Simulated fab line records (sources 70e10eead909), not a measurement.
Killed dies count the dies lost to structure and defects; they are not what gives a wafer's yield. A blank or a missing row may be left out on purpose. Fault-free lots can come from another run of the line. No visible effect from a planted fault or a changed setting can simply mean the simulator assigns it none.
fab line records | flow nandHarc
[record] lots = 11 | wafers = 33 | lastDay = 24
route steps=1159 shown P_CONTACT@249 P_M0@266 P_M1@285 END@1159
lots that met no fault: taken from a fault-free run of the same line
startH: hours from the record's opening day to when the first of the lot's shown wafers began | waitH: hours from the lot's prior step to this one | " unchanged from the row above | L1.1+2: several wafers, shown together as one row | - no value present, or no start provided | * or withheld: withheld | < > ~ a bound
route shown NAME@n: NAME is a module with steps in the file, n the number in the route of the first one | usual: the fault-free wafers' mean and standard deviation | same: alike in all rows | chamber/n: place in a boat | sites: each site's reading | _std_site: standard deviation of those values | _edge_site: inner sites' mean taken away from outer sites' mean | radiusMm: for every site, how far away it sits from the centre of the wafer | mask NAME#n: copy n | behind: the tool/chamber that last shaped the wafer | hold: reason for holding the lot/hours on hold/outcome of the hold | device: whichever transistor did not switch (one of n, p or np) | end of line: at the end of the route, the tests of the same wafers | a step with no rows: only its recipe | killed: dies that structure and defects cost at the first sort, which is not the same as the wafer's yield | map: a wafer's dies, x killed, . not, _ none there
set.NAME: the setting that was run; set.NAME@STEP: the one run at that earlier step | model.NAME: the simulator's own value behind a step, which no gauge read
steps of the route over a sample of lots; a table a step, a row a wafer
services: from which hour (startH, from the record's first day; less than 0 if before it) a tool's chamber was out of use, for how many hours, and why
[[steps]]
[step NHARC_P_CONTACT_CMP_24]
[recipe] tOverpolishS = 30 | targetThkNm = 200
[usual] motorCurrentA = 12.1/1.1 | overpolishRunS = 30.000/0.01 | timeToEndpointS = 41.0/2.8
lot.wafer | tool   | chamber | startH | waitH | motorCurrentA | overpolishRunS | timeToEndpointS
L759.3    | cmp-03 | 0       | 135.43 | 0.3   | 11.0          | 29.992         | 37.8
L759.2    | "      | 1       | "      | "     | 12.9          | 30.010         | 40.3
L759.4    | "      | 3       | "      | "     | 13.5          | 30.005         | 39.0
L760.3    | cmp-02 | 2       | 135.98 | 0.3   | 11.4          | 30.005         | 42.2
L760.4    | "      | 1       | "      | "     | 13.9          | 30.005         | 39.2
L760.6    | "      | 2       | "      | "     | 11.3          | 30.013         | 44.0
L761.3    | cmp-02 | 1       | 142.65 | 0.3   | 12.0          | 29.989         | 39.7
L761.4    | "      | 0       | "      | "     | 11.7          | 29.989         | 36.3
L761.5    | "      | 2       | "      | "     | 11.7          | 29.989         | 43.6
L762.2    | cmp-04 | 2       | 150.23 | 0.6   | 9.9           | 30.003         | 42.4
L762.5    | "      | 1       | "      | "     | 13.1          | 29.991         | 42.4
L762.6    | "      | 2       | "      | "     | 10.5          | 29.993         | 44.8
L766.3    | cmp-03 | 2       | 178.74 | 0.4   | 12.3          | 29.989         | 39.1
L766.2    | "      | 0       | "      | "     | 10.9          | 29.989         | 36.3
L766.1    | "      | 1       | "      | "     | 12.5          | 29.987         | 39.5
L772.1    | cmp-03 | 2       | 215.63 | 0.6   | 12.0          | 30.007         | 36.1
L772.4    | "      | 3       | "      | "     | 13.4          | 29.994         | 37.1
L772.5    | "      | 2       | "      | "     | 12.4          | 29.980         | 39.1
L773.1    | cmp-04 | 0       | 217.72 | 0.6   | 11.5          | 30.015         | 41.6
L773.3    | "      | 3       | "      | "     | 13.5          | 29.999         | 44.4
L773.6    | "      | 0       | "      | "     | 12.1          | 30.009         | 45.1
L775.1    | cmp-04 | 2       | 226.88 | 0.6   | 10.1          | 29.998         | 42.5
L775.3    | "      | 3       | "      | "     | 13.3          | 29.996         | 46.0
L775.6    | "      | 1       | "      | "     | 13.6          | 30.018         | 39.8
L776.2    | cmp-03 | 3       | 230.08 | 0.6   | 13.0          | 30.005         | 43.5
L776.1    | "      | 1       | "      | "     | 12.7          | 29.999         | 40.1
L776.4    | "      | 2       | "      | "     | 12.4          | 29.991         | 41.7
L778.2    | cmp-04 | 2       | 244.07 | 0.6   | 10.1          | 30.025         | 44.5
L778.1    | "      | 0       | "      | "     | 12.9          | 30.014         | 43.0
L778.6    | "      | 3       | "      | "     | 13.1          | 29.983         | 45.9
L779.3    | cmp-04 | 3       | 246.24 | 0.3   | 13.1          | 30.005         | 43.6
L779.2    | "      | 0       | "      | "     | 12.1          | 30.018         | 42.1
L779.6    | "      | 2       | "      | "     | 10.3          | 30.017         | 40.2
[step NHARC_P_M0_DESCUM_14]
[recipe] timeS = 3 | o2FlowSccm = 200 | arFlowSccm = 0 | biasPowerW = 0 | chemistry = O2
[usual] drypumpMotorCurrentA = 5.8/0.5 | oesProductAu = 1.000/0.012 | rfVppV = 57.8/0.92 | showerheadPlenumPTorr = 1.93/0.07 | throttleValvePct = 11.312/0.01
lot.wafer | tool       | chamber | startH | waitH | drypumpMotorCurrentA | oesProductAu | rfHoursCounterH | rfVppV | showerheadPlenumPTorr | throttleValvePct
L759.4    | rieDiel-13 | 0       | 136.92 | 0.1   | 5.7                  | 0.979        | 2               | 58.2   | 1.89                  | 11.308
L759.3    | "          | 1       | "      | "     | 5.7                  | 1.007        | 2               | 59.8   | 2.01                  | 11.323
L759.2    | "          | 2       | "      | "     | 5.8                  | 1.008        | 2               | 58.6   | 1.90                  | 11.320
L760.4    | rieDiel-13 | 0       | 137.48 | 0.1   | 5.8                  | 0.991        | 2               | 56.7   | 1.89                  | 11.317
L760.3    | "          | 1       | "      | "     | 5.7                  | 1.002        | 2               | 59.3   | 2.01                  | 11.309
L760.6    | "          | 0       | "      | "     | 5.8                  | 0.982        | -               | 57.5   | 1.89                  | 11.311
L761.3    | rieDiel-13 | 2       | 144.70 | 0.1   | 5.8                  | 0.998        | 2               | 56.0   | 1.90                  | 11.308
L761.4    | "          | 0       | "      | "     | 5.8                  | 0.981        | 3               | 59.1   | 1.89                  | 11.310
L761.5    | "          | 1       | "      | "     | 5.7                  | 1.001        | -               | 58.8   | 2.01                  | 11.299
L762.2    | rieDiel-06 | 3       | 151.73 | 0.1   | 5.5                  | 1.006        | 5               | 54.8   | 1.96                  | 11.319
L762.6    | "          | 2       | "      | "     | 5.7                  | 0.999        | -               | 56.9   | 1.85                  | 11.310
L762.5    | "          | 3       | "      | "     | 5.5                  | 1.014        | -               | 58.6   | 1.96                  | 11.323
L766.3    | rieDiel-06 | 2       | 180.24 | 0.1   | 5.6                  | 0.979        | 7               | 58.0   | 1.85                  | 11.305
L766.2    | "          | 0       | "      | "     | 6.2                  | 0.985        | 6               | 57.6   | 2.03                  | 11.297
L766.1    | "          | 1       | "      | "     | 6.5                  | 1.015        | 6               | 58.1   | 1.87                  | 11.313
L772.4    | rieDiel-06 | 1       | 217.12 | 0.1   | 6.5                  | 1.013        | 9               | 58.4   | 1.87                  | 11.321
L772.1    | "          | 0       | "      | "     | 6.3                  | 0.995        | 9               | 58.2   | 2.03                  | 11.316
L772.5    | "          | 1       | "      | "     | 6.5                  | 1.010        | -               | 56.7   | 1.87                  | 11.313
L773.1    | rieDiel-13 | 2       | 219.21 | 0.1   | 5.8                  | 1.016        | 9               | 57.1   | 1.89                  | 11.301
L773.3    | "          | 3       | "      | "     | 4.6                  | 1.002        | 7               | 57.6   | 1.96                  | 11.312
L773.6    | "          | 2       | "      | "     | 5.8                  | 0.995        | -               | 59.5   | 1.89                  | 11.315
L775.1    | rieDiel-01 | 1       | 228.33 | 0.1   | 4.8                  | 1.006        | 6               | 60.0   | 2.01                  | 11.317
L775.3    | "          | 3       | "      | "     | 6.2                  | 0.990        | 5               | 57.0   | 2.03                  | 11.299
L775.6    | "          | 0       | "      | "     | 6.2                  | 1.015        | -               | 57.7   | 1.84                  | 11.313
L776.2    | rieDiel-13 | 1       | 231.71 | 0.1   | 5.7                  | 0.993        | 10              | 58.3   | 2.01                  | 11.310
L776.1    | "          | 2       | "      | "     | 5.8                  | 0.993        | 10              | 58.0   | 1.89                  | 11.324
L776.4    | "          | 3       | "      | "     | 4.6                  | 0.993        | 8               | 58.2   | 1.96                  | 11.333
L778.1    | rieDiel-13 | 2       | 245.57 | 0.1   | 5.8                  | 1.007        | 11              | 57.3   | 1.90                  | 11.312
L778.2    | "          | 3       | "      | "     | 4.6                  | 1.001        | 9               | 58.2   | 1.96                  | 11.325
L778.6    | "          | 2       | "      | "     | 5.9                  | 1.002        | -               | 57.6   | 1.89                  | 11.333
L779.2    | rieDiel-01 | 0       | 247.70 | 0.1   | 6.1                  | 1.016        | 7               | 57.4   | 1.84                  | 11.309
L779.3    | "          | 3       | "      | "     | 6.2                  | 0.981        | 7               | 58.5   | 2.03                  | 11.338
L779.6    | "          | 0       | "      | "     | 6.2                  | 1.016        | -               | 58.2   | 1.84                  | 11.302
[step NHARC_P_M1_DEP_00]
[recipe] targetThkA = 1825 | targetThkNm = 182.5 | tempC = withheld | pressureTorr = 5 | flowSccm = 200 | rfW = 600 | material = SiOC
[usual] chamberPressureTorr = 5.000/0.011
lot.wafer | tool     | chamber | startH | waitH | chamberPressureTorr
L759.2    | pecvd-04 | 1       | 139.99 | -     | 4.991
L759.3    | "        | 0       | "      | "     | 5.014
L759.4    | "        | 2       | "      | "     | 4.989
L760.3    | pecvd-04 | 0       | 140.51 | -     | 5.033
L760.4    | "        | 0       | "      | "     | 5.010
L760.6    | "        | 2       | "      | "     | 5.023
L761.3    | pecvd-01 | 0       | 147.82 | -     | 4.996
L761.4    | "        | 0       | "      | "     | 5.001
L761.5    | "        | 1       | "      | "     | 4.989
L761.3    | pecvd-01 | 0       | 148.48 | -     | 4.989
L761.4    | "        | 0       | "      | "     | 5.008
L761.5    | "        | 1       | "      | "     | 5.015
L762.2    | pecvd-01 | 2       | 154.91 | -     | 5.004
L762.5    | "        | 0       | "      | "     | 5.000
L762.6    | "        | 2       | "      | "     | 5.004
L766.2    | pecvd-04 | 1       | 184.00 | -     | 4.981
L766.1    | "        | 2       | "      | "     | 4.988
L766.3    | "        | 0       | "      | "     | 4.988
L766.2    | pecvd-04 | 1       | 184.57 | -     | 5.006
L766.1    | "        | 2       | "      | "     | 5.008
L766.3    | "        | 0       | "      | "     | 4.989
L772.1    | pecvd-04 | 0       | 220.36 | -     | 5.017
L772.5    | "        | 1       | "      | "     | 4.996
L772.4    | "        | 2       | "      | "     | 4.997
L773.1    | pecvd-04 | 1       | 222.25 | -     | 5.006
L773.3    | "        | 2       | "      | "     | 5.009
L773.6    | "        | 0       | "      | "     | 4.978
L775.1    | pecvd-01 | 2       | 231.69 | -     | 5.013
L775.3    | "        | 0       | "      | "     | 4.984
L775.6    | "        | 0       | "      | "     | 4.988
L776.1    | pecvd-03 | 0       | 234.80 | -     | 4.992
L776.2    | "        | 1       | "      | "     | 4.999
L776.4    | "        | 1       | "      | "     | 4.985
L778.1    | pecvd-04 | 1       | 248.70 | -     | 5.004
L778.2    | "        | 2       | "      | "     | 4.999
L778.6    | "        | 0       | "      | "     | 4.981
L779.2    | pecvd-01 | 0       | 250.77 | -     | 5.002
L779.3    | "        | 1       | "      | "     | 5.014
L779.6    | "        | 2       | "      | "     | 4.995
[step NHARC_P_M1_ETCH_35]
[recipe] targetDepthA = 400 | overetchA = 120 | timeS = 43.94 | ionEnergyEv = 200 | n2FlowSccm = 150 | h2FlowSccm = 150 | arFlowSccm = 0 | rfW = 400 | biasW = 150 | chemistry = N2/H2
[usual] drypumpMotorCurrentA = 5.90/0.24 | oesProductAu = 1.000/0.012 | rfVppV = 429.8/2.2 | showerheadPlenumPTorr = 2.01/0.078 | throttleValvePct = 14.172/0.0089
lot.wafer | tool       | chamber | startH | waitH | drypumpMotorCurrentA | oesProductAu | rfHoursCounterH | rfVppV | showerheadPlenumPTorr | throttleValvePct
L759.3    | rieDiel-09 | 1       | 141.10 | 0.1   | 5.78                 | 1.008        | 4               | 430.2  | 2.00                  | 14.169
L759.2    | "          | 2       | "      | "     | 6.30                 | 0.991        | 4               | 428.6  | 1.92                  | 14.165
L759.4    | "          | 0       | "      | "     | 6.06                 | 0.991        | 5               | 430.6  | 2.05                  | 14.185
L760.3    | rieDiel-09 | 3       | 141.49 | 0.1   | 5.99                 | 1.015        | 5               | 425.9  | 1.93                  | 14.168
L760.4    | "          | 1       | "      | "     | 5.79                 | 1.011        | 4               | 429.6  | 2.00                  | 14.144
L760.6    | "          | 2       | "      | "     | 6.29                 | 1.004        | -               | 426.6  | 1.92                  | 14.166
L761.4    | rieDiel-09 | 0       | 149.52 | 0.1   | 6.10                 | 0.992        | 5               | 430.5  | 2.05                  | 14.157
L761.3    | "          | 2       | "      | "     | 6.28                 | 0.993        | 4               | 427.5  | 1.92                  | 14.163
L761.5    | "          | 0       | "      | "     | 6.09                 | 0.998        | -               | 431.3  | 2.05                  | 14.176
L762.2    | rieDiel-10 | 3       | 155.80 | 0.1   | 5.86                 | 1.005        | 9               | 427.8  | 1.91                  | 14.174
L762.5    | "          | 2       | "      | "     | 5.94                 | 1.010        | -               | 432.3  | 2.13                  | 14.162
L762.6    | "          | 3       | "      | "     | 5.87                 | 1.009        | -               | 428.5  | 1.91                  | 14.178
L766.3    | rieDiel-07 | 2       | 185.66 | 0.1   | 5.53                 | 0.996        | 3               | 429.0  | 2.00                  | 14.167
L766.2    | "          | 0       | "      | "     | 6.12                 | 0.990        | 3               | 434.7  | 2.17                  | 14.170
L766.1    | "          | 1       | "      | "     | 5.71                 | 0.984        | 3               | 431.5  | 2.07                  | 14.172
L772.1    | rieDiel-09 | 0       | 221.27 | 0.1   | 6.11                 | 1.007        | 9               | 430.5  | 2.05                  | 14.176
L772.4    | "          | 3       | "      | "     | 5.95                 | 1.009        | 9               | 426.0  | 1.93                  | 14.161
L772.5    | "          | 1       | "      | "     | 5.81                 | 0.992        | -               | 429.2  | 2.00                  | 14.168
L773.1    | rieDiel-07 | 3       | 223.36 | 0.1   | 5.72                 | 0.994        | 3               | 427.8  | 1.98                  | 14.171
L773.3    | "          | 0       | "      | "     | 6.09                 | 0.979        | 4               | 433.3  | 2.17                  | 14.168
L773.6    | "          | 2       | "      | "     | 5.53                 | 0.992        | -               | 428.7  | 2.00                  | 14.186
L775.3    | rieDiel-10 | 0       | 232.80 | 0.1   | 5.86                 | 0.987        | 3               | 429.0  | 2.02                  | 14.174
L775.1    | "          | 2       | "      | "     | 5.98                 | 0.994        | 2               | 431.9  | 2.13                  | 14.168
L775.6    | "          | 3       | "      | "     | 5.85                 | 0.994        | -               | 427.4  | 1.91                  | 14.149
L776.2    | rieDiel-10 | 3       | 235.87 | 0.1   | 5.83                 | 1.001        | 2               | 427.0  | 1.91                  | 14.192
L776.1    | "          | 1       | "      | "     | 5.35                 | 0.995        | 3               | 431.5  | 2.09                  | 14.174
L776.4    | "          | 2       | "      | "     | 5.96                 | 0.995        | -               | 433.3  | 2.13                  | 14.160
L778.2    | rieDiel-09 | 1       | 249.76 | 0.1   | 5.81                 | 0.987        | 10              | 428.9  | 2.00                  | 14.163
L778.1    | "          | 3       | "      | "     | 5.98                 | 1.022        | 11              | 427.8  | 1.93                  | 14.176
L778.6    | "          | 0       | "      | "     | 6.08                 | 1.016        | -               | 429.9  | 2.05                  | 14.164
L779.2    | rieDiel-09 | 0       | 251.83 | 0.1   | 6.08                 | 1.012        | 11              | 431.6  | 2.05                  | 14.152
L779.3    | "          | 1       | "      | "     | 5.85                 | 0.979        | 11              | 431.3  | 2.00                  | 14.174
L779.6    | "          | 1       | "      | "     | 5.85                 | 0.978        | -               | 428.9  | 2.00                  | 14.175
[step NHARC_END_SORT_01]
[recipe] tempC = 25
[usual] defectLimitedYield = 95.1/1.6 | killedAtArray = 29/11 | killedAtOther = 0.6/1 | killedAtPeriphery = 3.1/2.1 | killedDies = 33/11 | killedOpen = 3.1/1.9 | killedShort = 1.9/1.5 | sort_bin_2_pct = 1.5/0.66 | sort_bin_3_pct = 0.29/0.23 | sort_bin_4_pct = 3.1/0.98 | sortNPass = 644/11 | sortRimYieldPct = 96.9/2.3 | sortYieldPct = 95.1/1.6
[same] grossDies = 677 | sort_bin_5_pct[%] = 0 | sort_bin_6_pct[%] = 0 | sort_bin_7_pct[%] = 0 | sort_bin_8_pct[%] = 0 | sortRimNGross = 106.00
lot.wafer | tool      | chamber | startH | waitH | defectLimitedYield[%] | killedAtArray | killedAtOther | killedAtPeriphery | killedDies | killedOpen | killedShort | sort_bin_2_pct[%] | sort_bin_3_pct[%] | sort_bin_4_pct[%] | sortNPass | sortRimYieldPct[%] | sortYieldPct[%]
L772.1    | prober-02 | 0       | 539.21 | 2.5   | 93.1                  | 41            | 0             | 6                 | 47         | 5          | 5           | 1.6               | 0.30              | 5.0               | 630       | 93.4               | 93.1
L772.4    | prober-02 | 0       | 541.63 | 3.4   | 94.1                  | 37            | 1             | 2                 | 40         | 1          | 1           | 1.8               | 0.30              | 3.8               | 637       | 94.3               | 94.1
L772.5    | prober-02 | 0       | 542.43 | 3.7   | 92.3                  | 44            | 0             | 8                 | 52         | 1          | 5           | 2.4               | 0.59              | 4.7               | 625       | 95.3               | 92.3
// killed by level:class
L772.1 A_SLIT:chamberFilmFlake=17 A_CHANNEL_HOLE_D1:chamberFilmFlake=8 A_STAIRCASE:chamberFilmFlake=3 A_BLC:chamberFilmFlake=3 P_M0:geometricParticle:open=2 A_SGD_CUT:geometricParticle:short=2 A_BLC:geometricParticle:open=2 P_M2:chamberFilmFlake=2
L772.4 A_SLIT:chamberFilmFlake=17 A_STAIRCASE:chamberFilmFlake=10 A_CONTACT:chamberFilmFlake=4 A_BLC:chamberFilmFlake=4 P_STI:geometricParticle:short=1 A_CONTACT:geometricParticle:open=1 P_ZERO_WELL:chamberFilmFlake=1 A_CHANNEL_HOLE_D1:chamberFilmFlake=1
L772.5 A_SLIT:chamberFilmFlake=21 A_CHANNEL_HOLE_D1:chamberFilmFlake=6 P_M2:chamberFilmFlake=5 A_STAIRCASE:chamberFilmFlake=4 A_CONTACT:chamberFilmFlake=4 A_BLC:chamberFilmFlake=4 P_CONTACT:geometricParticle:short=2 A_CHANNEL_FILL_D1:geometricParticle:short=1
[[services]]
tool       | chamber | startH | hours | kind
pecvd-03   | -       | 111.70 | 0.5   | repair
cmp-04     | -       | 120.38 | 0.9   | repair
rieDiel-01 | 1       | 127.68 | 7.2   | repair
cmp-02     | -       | 128.61 | 4.0   | pm
rieDiel-09 | -       | 129.31 | 0.2   | repair
rieDiel-01 | -       | 137.80 | 9.0   | pm
rieDiel-13 | 2       | 144.91 | 2.9   | repair
cmp-03     | -       | 156.22 | 4.0   | pm
rieDiel-07 | 3       | 170.15 | 20.9  | repair
rieDiel-10 | -       | 176.50 | 9.0   | pm
cmp-02     | -       | 185.38 | 1.0   | repair
cmp-04     | -       | 196.04 | 1.2   | repair
pecvd-04   | -       | 196.30 | 13.0  | pm
cmp-04     | -       | 199.58 | 1.4   | repair
cmp-04     | -       | 203.01 | 4.0   | pm
cmp-02     | -       | 208.15 | 2.0   | repair
cmp-04     | -       | 213.88 | 3.5   | repair
rieDiel-07 | -       | 217.39 | 0.5   | repair
cmp-02     | -       | 226.72 | 4.0   | pm
rieDiel-07 | -       | 228.20 | 9.0   | pm
cmp-03     | -       | 233.60 | 3.9   | repair
pecvd-01   | -       | 237.34 | 13.0  | pm
rieDiel-06 | -       | 241.20 | 9.0   | pm
rieDiel-07 | 0       | 244.31 | 6.9   | repair
[[key]]
[firstSign] step = NHARC_P_M1_DEP_00 | reading = visit | direction = added
effect none on later readings
metAt NHARC_P_M1_DEP_00
struckLots L761,L766
notActingAt NHARC_P_CONTACT_CMP_24,NHARC_P_M0_DESCUM_14,NHARC_P_M1_ETCH_35
[fault] kind = repeatedStepWhole | tool = pecvd-01,pecvd-03,pecvd-04 | chamber = - | onsetH = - | steps = NHARC_P_M1_DEP_00 | times = 1 | scope = struckLotsOnly
